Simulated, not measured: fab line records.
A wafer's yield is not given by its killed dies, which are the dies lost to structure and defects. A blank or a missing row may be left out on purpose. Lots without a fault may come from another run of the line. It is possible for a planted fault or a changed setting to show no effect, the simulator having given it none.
Code-filled problem report in 8D (eight disciplines) form | flow n5-finfet | the parts of the form that need people (team, actions taken, sign-off) are left out

== 1. WHAT IS WRONG ==
trench-depth-nm at N5_BEOL_M6_OCD_MEAS_38 reads a mean of 8.5 nm on 1 wafer of 1 lot; wafers without a fault read 94.6 nm with a standard deviation of 1.8. Relative to the usual mean, that is a shift of -48 standard deviations.
Seen first at day 10 06:36 on ocd-01, wafer L905.5. The record has a number at this step for 9 wafers belonging to 3 lots. The rule behind "out" and "out of limits": a value lying over 4 standard deviations away from the usual mean. All remaining wafers that have a number are taken as sound.

== 2. WHAT THIS IS AND IS NOT ==
question                    | is                | is not
which readings at this step | trench-depth-nm   | -
which lots                  | L905              | L901, L913
which wafers of those lots  | L905.5            | L905.3, L905.4
read on which gauges        | ocd-01            | ocd-02
when                        | from day 10 06:36 | up to then (5 sound wafers); but 3 sound wafers of L913 came after

== 3. THE SUSPECTS, EACH WITH WHAT RULES IT OUT ==
Counting: any tool at a process step up to the reading remains a suspect provided it ran every lot that is out. Sound lots after the first of them don't rule it out here, since some wafers of a struck lot are sound.
- ruled out: the gauge at N5_BEOL_M6_OCD_MEAS_38. All the wafers that are out were read on ocd-01, but those of them that N5_BEOL_M6_VIA_ETCH_34 has rows for are out there too, on other tools.
- pvd-sputter-01 at N5_BEOL_M6_HM_DEP_02 (deposits TiN, target thk 20 nm): kept. L905, the lot that is out, went through it at day 10 03:11; up to then, the latest sound lot through it was L901 at day 9 11:07.
- rie-metal-03 at N5_BEOL_M6_HM_OPEN_17 (chemistry Cl2/BCl3, target TiN, target depth 20 nm, overetch 6 nm): kept. L905, the lot that is out, went through it at day 10 04:19; up to then, the latest sound lot through it was L901 at day 9 12:01.
- rie-diel-02 at N5_BEOL_M6_VIA_ETCH_34 (etches SiCOH lowk in C4F6/O2, target depth 126.3 nm, time 50.9 s): kept. It ran the lot that is out, L905 (day 10 06:21). On those wafers its own readings are out: oes-product-au.
- rie-diel-02 at N5_BEOL_M6_TRENCH_ETCH_37 (etches SiCOH lowk in C4F6/O2, target depth 94.435 nm, time 31.5 s): kept. It ran the lot that is out, L905 (day 10 06:36). N5_BEOL_M6_TRENCH_ETCH_37: start missing for some lots; hours and lot order therefore follow N5_BEOL_M6_OCD_MEAS_38.
- Within rie-diel-02 at N5_BEOL_M6_VIA_ETCH_34: the wafers that are out ran in chamber 2; their sound lot-mates ran in chambers 0, 1.
- Within rie-diel-02 at N5_BEOL_M6_TRENCH_ETCH_37: the wafers that are out ran in chamber 2; their sound lot-mates ran in chambers 0, 1.
Left after counting: pvd-sputter-01 at N5_BEOL_M6_HM_DEP_02, rie-metal-03 at N5_BEOL_M6_HM_OPEN_17, rie-diel-02 at N5_BEOL_M6_VIA_ETCH_34, rie-diel-02 at N5_BEOL_M6_TRENCH_ETCH_37.

== 4. THE CAUSE (what the simulator had put in) ==
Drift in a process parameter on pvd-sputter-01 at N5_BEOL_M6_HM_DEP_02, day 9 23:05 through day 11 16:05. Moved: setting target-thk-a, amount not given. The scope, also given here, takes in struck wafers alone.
After counting, 4 suspects remain, this tool included.

== 5. SEQUENCE OF EFFECTS, ordered by route ==
Rows list readings where the struck wafers' mean (over those with a number) sits beyond 3 standard deviations from the usual. Only readings whose record carries a usual standard deviation are examined. hours: median over the lots of the time between each lot's start at the first step of this table that gives one and its start at this step. sigmas: the change, counted in usual standard deviations.
hours | step                    | reading              | usual     | on struck wafers | change | sigmas
0     | N5_BEOL_M6_VIA_ETCH_34  | oes-product-au       | 0.81 a.u. | 0.30             | -0.51  | -5.3
0     | N5_BEOL_M6_OCD_MEAS_38  | trench-depth-nm      | 94.6 nm   | 8.5              | -86.1  | -48
86    | N5_PASSIVATION_PROBE_49 | defect-limited-yield | 91.1 %    | 6.7              | -84.4  | -60
86    | N5_PASSIVATION_PROBE_49 | killed_at_M4_up      | 13        | 994              | +981   | +99 or more
86    | N5_PASSIVATION_PROBE_49 | killed-dies          | 104       | 1101             | +997   | +59
86    | N5_PASSIVATION_PROBE_49 | killed-on-rim        | 14        | 145              | +131   | +34
86    | N5_PASSIVATION_PROBE_49 | sort_bin_5_function  | 5.2 %     | 89.8             | +84.6  | +86
86    | N5_PASSIVATION_PROBE_49 | sort-n-pass          | 1075      | 79               | -996   | -59
86    | N5_PASSIVATION_PROBE_49 | sort-yield-pct       | 91.1 %    | 6.7              | -84.4  | -60
Process steps it contains:
- N5_BEOL_M6_VIA_ETCH_34: etches SiCOH lowk in C4F6/O2, target depth 126.3 nm, time 50.9 s.
- N5_PASSIVATION_PROBE_49
Readings that are blank on the struck wafers while sound wafers have them: cd-nm at N5_BEOL_M6_CD_MEAS_35; M6_THK at N5_BEOL_M6_THK_MEAS_53.

== 6. WHAT WOULD HAVE CAUGHT IT SOONER ==
8 hours passed between the start of the fault at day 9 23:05 and the first reading out of limits at a measuring or inspecting step in this record, taken at day 10 06:36.
Tool readings at N5_BEOL_M6_HM_DEP_02 with a usual standard deviation given in the record: none out on any struck wafer, hence no alarm at a limit of 4 standard deviations on them.
The start of N5_BEOL_M6_HM_DEP_02 on pvd-sputter-01 came by day 10 06:36 for every one of the lots that are out (1). A hold on the tool at that time would have spared none of them.
